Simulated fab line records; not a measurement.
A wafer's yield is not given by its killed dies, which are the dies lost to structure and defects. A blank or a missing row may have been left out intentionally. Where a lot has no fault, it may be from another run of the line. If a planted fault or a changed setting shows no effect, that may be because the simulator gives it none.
Split-lot trial :: flow n5-finfet :: 7 lots, 39 wafers read, on a route of 1938 steps

THE SPLIT ITSELF
At N5_BEOL_M0_ETCH_128 (etches SiCN in CF4/N2, target depth 12 nm, overetch 5.1 nm, time 21.4 s), the setting time-s was moved away from the recipe's 21.4 s on 12 of the 39 wafers read, by -46.8% to +34.9%. The other wafers ran this setting at the recipe's value.

Reading taken at the split's own step.

THE READING
TiN_of_BEOL_M0_SAQP_HM_DEP_02.thk-nm (the simulator's own value, which no gauge read), in nm, at N5_BEOL_M0_ETCH_128 (etches SiCN in CF4/N2, target depth 12 nm, overetch 5.1 nm, time 21.4 s). The file does not state a usual value for it. Across the 27 wafers here that went through the recipe, the average is 10.9 nm and the standard deviation 0.21 nm.

wafer: L076.1
tool, chamber at the split: rie-diel-04, 0,2,2
time-s as run, s: 21.4
against the recipe: recipe
TiN_of_BEOL_M0_SAQP_HM_DEP_02.thk-nm, nm: 11.2
against lot-mates on the recipe: -

wafer: L076.3
tool, chamber at the split: rie-diel-04, 0,2,2
time-s as run, s: 21.4
against the recipe: recipe
TiN_of_BEOL_M0_SAQP_HM_DEP_02.thk-nm, nm: 11.2
against lot-mates on the recipe: -

wafer: L076.5
tool, chamber at the split: rie-diel-04, 0,2,2
time-s as run, s: 21.4
against the recipe: recipe
TiN_of_BEOL_M0_SAQP_HM_DEP_02.thk-nm, nm: 11.2
against lot-mates on the recipe: -

wafer: L076.2
tool, chamber at the split: rie-diel-04, 1,3
time-s as run, s: 28.87
against the recipe: +34.9%
TiN_of_BEOL_M0_SAQP_HM_DEP_02.thk-nm, nm: 10.8
against lot-mates on the recipe: -0.4

wafer: L076.4
tool, chamber at the split: rie-diel-04, 1,3
time-s as run, s: 28.87
against the recipe: +34.9%
TiN_of_BEOL_M0_SAQP_HM_DEP_02.thk-nm, nm: 10.8
against lot-mates on the recipe: -0.4

wafer: L076.6
tool, chamber at the split: rie-diel-04, 3
time-s as run, s: 28.87
against the recipe: +34.9%
TiN_of_BEOL_M0_SAQP_HM_DEP_02.thk-nm, nm: 10.6
against lot-mates on the recipe: -0.6

wafer: L083.1
tool, chamber at the split: rie-diel-02, 3
time-s as run, s: 21.4
against the recipe: recipe
TiN_of_BEOL_M0_SAQP_HM_DEP_02.thk-nm, nm: 11
against lot-mates on the recipe: -

wafer: L083.2
tool, chamber at the split: rie-diel-02, 0,2
time-s as run, s: 21.4
against the recipe: recipe
TiN_of_BEOL_M0_SAQP_HM_DEP_02.thk-nm, nm: 10.6
against lot-mates on the recipe: -

wafer: L083.6
tool, chamber at the split: rie-diel-02, 0,2
time-s as run, s: 21.4
against the recipe: recipe
TiN_of_BEOL_M0_SAQP_HM_DEP_02.thk-nm, nm: 10.6
against lot-mates on the recipe: -

wafer: L086.1
tool, chamber at the split: rie-diel-05, 3,0,3
time-s as run, s: 21.4
against the recipe: recipe
TiN_of_BEOL_M0_SAQP_HM_DEP_02.thk-nm, nm: 10.8
against lot-mates on the recipe: -

wafer: L086.3
tool, chamber at the split: rie-diel-05, 3,0,3
time-s as run, s: 21.4
against the recipe: recipe
TiN_of_BEOL_M0_SAQP_HM_DEP_02.thk-nm, nm: 10.8
against lot-mates on the recipe: -

wafer: L086.6
tool, chamber at the split: rie-diel-05, 3,0,3
time-s as run, s: 21.4
against the recipe: recipe
TiN_of_BEOL_M0_SAQP_HM_DEP_02.thk-nm, nm: 10.8
against lot-mates on the recipe: -

wafer: L086.2
tool, chamber at the split: rie-diel-05, 1
time-s as run, s: 21.4
against the recipe: recipe
TiN_of_BEOL_M0_SAQP_HM_DEP_02.thk-nm, nm: 10.4
against lot-mates on the recipe: -

wafer: L086.4
tool, chamber at the split: rie-diel-05, 2
time-s as run, s: 21.4
against the recipe: recipe
TiN_of_BEOL_M0_SAQP_HM_DEP_02.thk-nm, nm: 10.6
against lot-mates on the recipe: -

wafer: L086.5
tool, chamber at the split: rie-diel-05, 2
time-s as run, s: 21.4
against the recipe: recipe
TiN_of_BEOL_M0_SAQP_HM_DEP_02.thk-nm, nm: 10.6
against lot-mates on the recipe: -

wafer: L087.1
tool, chamber at the split: rie-diel-04, 1,0
time-s as run, s: 11.38
against the recipe: -46.8%
TiN_of_BEOL_M0_SAQP_HM_DEP_02.thk-nm, nm: 11.4
against lot-mates on the recipe: +0.5

wafer: L087.2
tool, chamber at the split: rie-diel-04, 1,0
time-s as run, s: 11.38
against the recipe: -46.8%
TiN_of_BEOL_M0_SAQP_HM_DEP_02.thk-nm, nm: 11.4
against lot-mates on the recipe: +0.5

wafer: L087.3
tool, chamber at the split: rie-diel-04, 3
time-s as run, s: 11.38
against the recipe: -46.8%
TiN_of_BEOL_M0_SAQP_HM_DEP_02.thk-nm, nm: 11.2
against lot-mates on the recipe: +0.3

wafer: L087.4
tool, chamber at the split: rie-diel-04, 2
time-s as run, s: 21.4
against the recipe: recipe
TiN_of_BEOL_M0_SAQP_HM_DEP_02.thk-nm, nm: 10.8
against lot-mates on the recipe: -

wafer: L087.5
tool, chamber at the split: rie-diel-04, 0,1
time-s as run, s: 21.4
against the recipe: recipe
TiN_of_BEOL_M0_SAQP_HM_DEP_02.thk-nm, nm: 11
against lot-mates on the recipe: -

wafer: L087.6
tool, chamber at the split: rie-diel-04, 0,1
time-s as run, s: 21.4
against the recipe: recipe
TiN_of_BEOL_M0_SAQP_HM_DEP_02.thk-nm, nm: 11
against lot-mates on the recipe: -

wafer: L089.1
tool, chamber at the split: rie-diel-05, 0,1,0
time-s as run, s: 21.4
against the recipe: recipe
TiN_of_BEOL_M0_SAQP_HM_DEP_02.thk-nm, nm: 10.8
against lot-mates on the recipe: -

wafer: L089.2
tool, chamber at the split: rie-diel-05, 0,1,0
time-s as run, s: 21.4
against the recipe: recipe
TiN_of_BEOL_M0_SAQP_HM_DEP_02.thk-nm, nm: 10.8
against lot-mates on the recipe: -

wafer: L089.6
tool, chamber at the split: rie-diel-05, 0,1,0
time-s as run, s: 21.4
against the recipe: recipe
TiN_of_BEOL_M0_SAQP_HM_DEP_02.thk-nm, nm: 10.8
against lot-mates on the recipe: -

wafer: L089.3
tool, chamber at the split: rie-diel-05, 2,2,1
time-s as run, s: 12.04
against the recipe: -43.7%
TiN_of_BEOL_M0_SAQP_HM_DEP_02.thk-nm, nm: 11.4
against lot-mates on the recipe: +0.6

wafer: L089.4
tool, chamber at the split: rie-diel-05, 2,2,1
time-s as run, s: 12.04
against the recipe: -43.7%
TiN_of_BEOL_M0_SAQP_HM_DEP_02.thk-nm, nm: 11.4
against lot-mates on the recipe: +0.6

wafer: L089.5
tool, chamber at the split: rie-diel-05, 2,2,1
time-s as run, s: 12.04
against the recipe: -43.7%
TiN_of_BEOL_M0_SAQP_HM_DEP_02.thk-nm, nm: 11.4
against lot-mates on the recipe: +0.6

wafer: L090.1
tool, chamber at the split: rie-diel-05, 1,0
time-s as run, s: 13.7
against the recipe: -36.0%
TiN_of_BEOL_M0_SAQP_HM_DEP_02.thk-nm, nm: 11.4
against lot-mates on the recipe: +0.3

wafer: L090.2
tool, chamber at the split: rie-diel-05, 1,0
time-s as run, s: 13.7
against the recipe: -36.0%
TiN_of_BEOL_M0_SAQP_HM_DEP_02.thk-nm, nm: 11.4
against lot-mates on the recipe: +0.3

wafer: L090.3
tool, chamber at the split: rie-diel-05, 2
time-s as run, s: 21.4
against the recipe: recipe
TiN_of_BEOL_M0_SAQP_HM_DEP_02.thk-nm, nm: 11.2
against lot-mates on the recipe: -

wafer: L090.5
tool, chamber at the split: rie-diel-05, 2
time-s as run, s: 21.4
against the recipe: recipe
TiN_of_BEOL_M0_SAQP_HM_DEP_02.thk-nm, nm: 11.2
against lot-mates on the recipe: -

wafer: L090.4
tool, chamber at the split: rie-diel-05, 3
time-s as run, s: 13.7
against the recipe: -36.0%
TiN_of_BEOL_M0_SAQP_HM_DEP_02.thk-nm, nm: 11.6
against lot-mates on the recipe: +0.5

wafer: L090.6
tool, chamber at the split: rie-diel-05, 3
time-s as run, s: 21.4
against the recipe: recipe
TiN_of_BEOL_M0_SAQP_HM_DEP_02.thk-nm, nm: 11
against lot-mates on the recipe: -

wafer: L096.1
tool, chamber at the split: rie-diel-02, 1,0,2,3,3,2
time-s as run, s: 21.4
against the recipe: recipe
TiN_of_BEOL_M0_SAQP_HM_DEP_02.thk-nm, nm: 11
against lot-mates on the recipe: -

wafer: L096.2
tool, chamber at the split: rie-diel-02, 1,0,2,3,3,2
time-s as run, s: 21.4
against the recipe: recipe
TiN_of_BEOL_M0_SAQP_HM_DEP_02.thk-nm, nm: 11
against lot-mates on the recipe: -

wafer: L096.3
tool, chamber at the split: rie-diel-02, 1,0,2,3,3,2
time-s as run, s: 21.4
against the recipe: recipe
TiN_of_BEOL_M0_SAQP_HM_DEP_02.thk-nm, nm: 11
against lot-mates on the recipe: -

wafer: L096.4
tool, chamber at the split: rie-diel-02, 1,0,2,3,3,2
time-s as run, s: 21.4
against the recipe: recipe
TiN_of_BEOL_M0_SAQP_HM_DEP_02.thk-nm, nm: 11
against lot-mates on the recipe: -

wafer: L096.5
tool, chamber at the split: rie-diel-02, 1,0,2,3,3,2
time-s as run, s: 21.4
against the recipe: recipe
TiN_of_BEOL_M0_SAQP_HM_DEP_02.thk-nm, nm: 11
against lot-mates on the recipe: -

wafer: L096.6
tool, chamber at the split: rie-diel-02, 1,0,2,3,3,2
time-s as run, s: 21.4
against the recipe: recipe
TiN_of_BEOL_M0_SAQP_HM_DEP_02.thk-nm, nm: 11
against lot-mates on the recipe: -
When a row names more than one chamber, that row covers several wafers, and the file does not tell which wafer ran in which chamber.

THE FIT
A straight line over all 39 wafers: TiN_of_BEOL_M0_SAQP_HM_DEP_02.thk-nm changes by -0.00983 nm for each +1% of time-s; r = -0.73; the points scatter about the line by 0.2 nm.
The same after taking each lot's own level away (the mean of its wafers on the recipe; 39 wafers): -0.0112 nm for each +1%; r = -0.91; scatter 0.11 nm.
That fit puts the effect of the largest move of time-s on the reading at 0.53 nm.
The lots' own levels span 10.67 to 11.20 nm, that is 2.5 times the standard deviation above.
So the lot-to-lot level blurs the effect unless lot-mates are compared.
Check: for one of the wafers moved furthest among these (-46.8%), held out of the fit, the line's prediction against its lot-mates is +0.52 nm. It came out at +0.467 nm against them.

OTHER SPLITS ON THESE WAFERS
Before the reading, these wafers also passed through other splits. Each is held against what the fit with the lots' levels taken away leaves over:
other split on the same wafers: N5_BEOL_M0_SAQP_SPACER2_ALD_26 target-thk-a
wafers away from the commonest value: 18
r with TiN_of_BEOL_M0_SAQP_HM_DEP_02.thk-nm (lot level and that fit taken away): +0.04

THE FILE'S OWN FIT
TiN_of_BEOL_M0_SAQP_HM_DEP_02.thk-nm changes by -0.0111 nm for each +1% of time-s, r = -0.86.
